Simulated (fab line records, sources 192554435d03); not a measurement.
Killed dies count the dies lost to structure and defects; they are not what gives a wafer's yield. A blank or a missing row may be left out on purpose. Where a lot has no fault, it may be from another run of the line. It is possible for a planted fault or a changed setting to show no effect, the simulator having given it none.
Split-lot trial | flow n5-finfet | 21 wafers read from 7 lots, route of 1938 steps

## SPLIT DETAILS
At N5_BEOL_M3_COAT_05 (resist thk 30 nm), the setting spin-rpm was moved away from the recipe's 1500 rpm on 4 of the 21 wafers read, by -7.6% to +7.6%. This setting was run at the recipe's value on the other wafers.

## FROM THE SPLIT TO THE READING: what the file shows between them, 3 steps
- N5_BEOL_M3_EBR_07
- N5_BEOL_M3_SOFTBAKE_06: time 60 s
- N5_BEOL_M3_DESCUM_16: chemistry O2, time 7 s

## THE READING
CAR-EUV_of_BEOL_M3_COAT_05.thk-nm (the simulator's own value, which no gauge read), in nm, at N5_BEOL_M3_ETCH_74 (etches underlayer in N2/H2, target depth 6.5 nm, time 5.2 s). There is no usual value for it anywhere in the file. The 17 wafers here that ran the recipe average 20.3 nm, standard deviation 0.12 nm.

wafer  | tool, chamber at the split | spin-rpm as run, rpm | against the recipe | CAR-EUV_of_BEOL_M3_COAT_05.thk-nm, nm | against lot-mates on the recipe
L078.1 | litho-track-02, 0          | 1500                 | recipe             | 20.2                                  | -
L078.5 | litho-track-02, 0          | 1500                 | recipe             | 20.2                                  | -
L078.4 | litho-track-02, 0          | 1614                 | +7.6%              | 19.2                                  | -1.0
L085.2 | litho-track-02, 0          | 1500                 | recipe             | 20.2                                  | -
L085.4 | litho-track-02, 0          | 1500                 | recipe             | 20.4                                  | -
L085.6 | litho-track-02, 0          | 1500                 | recipe             | 20.4                                  | -
L086.1 | litho-track-03, 0          | 1500                 | recipe             | 20.4                                  | -
L086.6 | litho-track-03, 0          | 1500                 | recipe             | 20.4                                  | -
L086.3 | litho-track-03, 0          | 1500                 | recipe             | 20.2                                  | -
L087.2 | litho-track-02, 0          | 1386                 | -7.6%              | 21.4                                  | +1.2
L087.3 | litho-track-02, 0          | 1500                 | recipe             | 20.2                                  | -
L087.6 | litho-track-02, 0          | 1386                 | -7.6%              | 21.2                                  | +1.0
L091.2 | litho-track-05, 0          | 1500                 | recipe             | 20.4                                  | -
L091.3 | litho-track-05, 0          | 1500                 | recipe             | 20.2                                  | -
L091.4 | litho-track-05, 0          | 1500                 | recipe             | 20.2                                  | -
L095.1 | litho-track-03, 0          | 1500                 | recipe             | 20.4                                  | -
L095.2 | litho-track-03, 0          | 1500                 | recipe             | 20.4                                  | -
L095.3 | litho-track-03, 0          | 1500                 | recipe             | 20                                    | -
L097.1 | litho-track-03, 0          | 1500                 | recipe             | 20.2                                  | -
L097.2 | litho-track-03, 0          | 1500                 | recipe             | 20.2                                  | -
L097.4 | litho-track-03, 0          | 1447                 | -3.5%              | 20.8                                  | +0.6

THE FIT
A straight line over all 21 wafers: CAR-EUV_of_BEOL_M3_COAT_05.thk-nm changes by -0.138 nm for each +1% of spin-rpm; r = -0.96; the points scatter about the line by 0.12 nm.
The same after taking each lot's own level away (the mean of its wafers on the recipe; 21 wafers): -0.142 nm for each +1%; r = -0.97; scatter 0.11 nm.
According to that fit, moving spin-rpm by its largest amount changes the reading by 1.1 nm.
The span of the lots' own levels, 20.20 to 20.33 nm, comes to 1.1 times the standard deviation stated above.
So the lot-to-lot level changes the slope little: the two slopes agree.
Check: with one of the wafers moved furthest among these (+7.6%) left out of the fit, the line predicts -1.11 nm for it against its lot-mates. Against them it came out at -1 nm.

## THE OTHER SPLITS THESE WAFERS WENT THROUGH
Before the reading, these wafers also passed through other splits. Each is held against what the fit with the lots' levels taken away leaves over:
other split on the same wafers        | wafers away from the commonest value | r with CAR-EUV_of_BEOL_M3_COAT_05.thk-nm (lot level and that fit taken away)
N5_BEOL_M0_SAQP_SPACER1_ALD_98 temp-c | 4                                    | +0.13
N5_BEOL_M0_ETCH_128 source-w          | 9                                    | +0.09
N5_BEOL_M2_DESCUM_33 time-s           | 7                                    | -0.52
N5_BEOL_M2_ETCHBACK_99 time-s         | 8                                    | +0.05

## THE WHOLE CHAIN: every reading that the file lists as answering this split, in the file's order
step               | what it does                                                | reading                                                                            | change (the file's fit)               | r (the file's)
N5_BEOL_M3_COAT_05 | resist thk 30 nm                                            | CAR-EUV_of_BEOL_M3_COAT_05.thk-nm (the simulator's own value, which no gauge read) | -0.153 nm for each +1% of the setting | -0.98
N5_BEOL_M3_ETCH_74 | etches underlayer in N2/H2, target depth 6.5 nm, time 5.2 s | CAR-EUV_of_BEOL_M3_COAT_05.thk-nm (the simulator's own value, which no gauge read) | -0.141 nm for each +1% of the setting | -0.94

## FILE'S OWN FIT
CAR-EUV_of_BEOL_M3_COAT_05.thk-nm changes by -0.141 nm for each +1% of spin-rpm, r = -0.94.
